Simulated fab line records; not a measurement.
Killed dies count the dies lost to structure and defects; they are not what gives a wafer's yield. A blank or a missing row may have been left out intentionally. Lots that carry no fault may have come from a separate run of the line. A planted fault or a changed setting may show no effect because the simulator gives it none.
Which tool is to blame?    flow n5_finfet    33 wafers sampled from 11 lots at 1 step of a route of 1938

## WHAT EACH GAUGE READ, for each wafer
N5_BEOL_M14_CD_MEAS_10: target cd 250 nm.
lot   measured      on         cd_nm (nm)
L796  day 11 12:48  cd_sem-03  251.9 250.2 251.3
L799  day 12 18:25  cd_sem-01  249.9 249.9 249.5
L801  day 13 17:35  cd_sem-01  251.7 248.3 250.6
L803  day 13 20:34  cd_sem-03  249.6 247.6 250.9
L802  day 13 20:52  cd_sem-01  252.8 252.0 252.5
L805  day 14 13:28  cd_sem-01  253.0 249.9 253.1
L807  day 15 05:07  cd_sem-03  252.2 248.7 250.8
L813  day 16 06:52  cd_sem-01  251.4 248.4 251.1
L814  day 16 18:17  cd_sem-01  250.3 251.1 249.9
L816  day 16 19:16  cd_sem-03  250.7 246.3 249.9
L815  day 16 23:51  cd_sem-03  251.9 251.1 251.8

## WHAT TOOL EACH LOT RAN ON (gives the tool, then ch and the chambers of the sampled wafers, and finally the start)
There is no process step in the record ahead of these readings.

## THE ANSWER, worked out from the rows above alone
Rule: the usual values come from the lots themselves. The widest of any qualifying gaps counts: lots, ordered by their means at a reading, are off when they make up no more than a third of the lots, leave a main group of 4 or more, and stand apart from it by 3 or more times the standard deviation of that group's means. A main group is skipped when, at the precision printed for the reading in the tables above, its means are all equal. A lot without any number at a reading at which 4 lots or more have one is off too. Any other lot the step has rows for is counted as sound.
No lot is off on any of the readings shown, so nothing can be concluded from this.

## WHAT THE SIMULATOR HAD INSERTED
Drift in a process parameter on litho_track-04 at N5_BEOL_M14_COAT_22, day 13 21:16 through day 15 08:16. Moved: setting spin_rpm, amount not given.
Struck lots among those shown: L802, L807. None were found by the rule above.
